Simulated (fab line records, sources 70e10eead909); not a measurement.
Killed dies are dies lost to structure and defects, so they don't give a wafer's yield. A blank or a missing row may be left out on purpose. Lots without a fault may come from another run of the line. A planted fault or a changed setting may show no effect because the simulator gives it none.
Chamber matching | flow nand_harc | NHARC_A_STAIRCASE_TRIM_196 on rie_diel-06: 4 sister chambers
The step chemistry O2, time 211.2 s. 8 wafers are shown with their chamber, then 8 later ones without.

WAFERS WITH THEIR CHAMBER
wafer  | chamber | drypump_motor_current_A (A) | showerhead_plenum_p_Torr (Torr)
L083.5 | 2       | 6.06                        | 3.39
L087.2 | 0       | 5.43                        | 3.29
L087.3 | 1       | 6.12                        | 3.53
L087.4 | 3       | 5.75                        | 3.68
L089.2 | 3       | 5.75                        | 3.68
L089.3 | 1       | 6.09                        | 3.52
L089.6 | 2       | 6.06                        | 3.39
L092.1 | 0       | 5.39                        | 3.28

WAFERS WITHOUT THEIR CHAMBER
wafer  | drypump_motor_current_A (A) | showerhead_plenum_p_Torr (Torr)
L092.2 | 6.07                        | 3.52
L092.4 | 5.75                        | 3.68
L092.3 | 6.09                        | 3.38
L092.5 | 6.07                        | 3.52
L092.6 | 5.41                        | 3.28
L097.2 | 5.76                        | 3.67
L097.3 | 5.38                        | 3.28
L097.5 | 6.05                        | 3.38

WHICH CHAMBER EACH WENT THROUGH
wafer  | from the rows above | in truth
L092.2 | 1                   | 1
L092.4 | 3                   | 3
L092.3 | 2                   | 2
L092.5 | 1                   | 1
L092.6 | 0                   | 0
L097.2 | 3                   | 3
L097.3 | 0                   | 0
L097.5 | 2                   | 2
Placed correctly: 8 of 8. Can't be placed from these rows: 0. Placed wrongly: 0.
How it was worked out, from the rows above alone: a wafer's distance from a chamber is the root of the sum, over the readings, of the square of ((its reading less the chamber's mean) divided by the reading's scatter). The wafer belongs to the nearest chamber; if the next one is less than 2 further off, it can't be placed. A chamber's mean is the mean of its shown wafers. The scatter: the root of (the sum of the squares of (reading less its chamber's mean) over the shown wafers, divided by (wafers less chambers)).
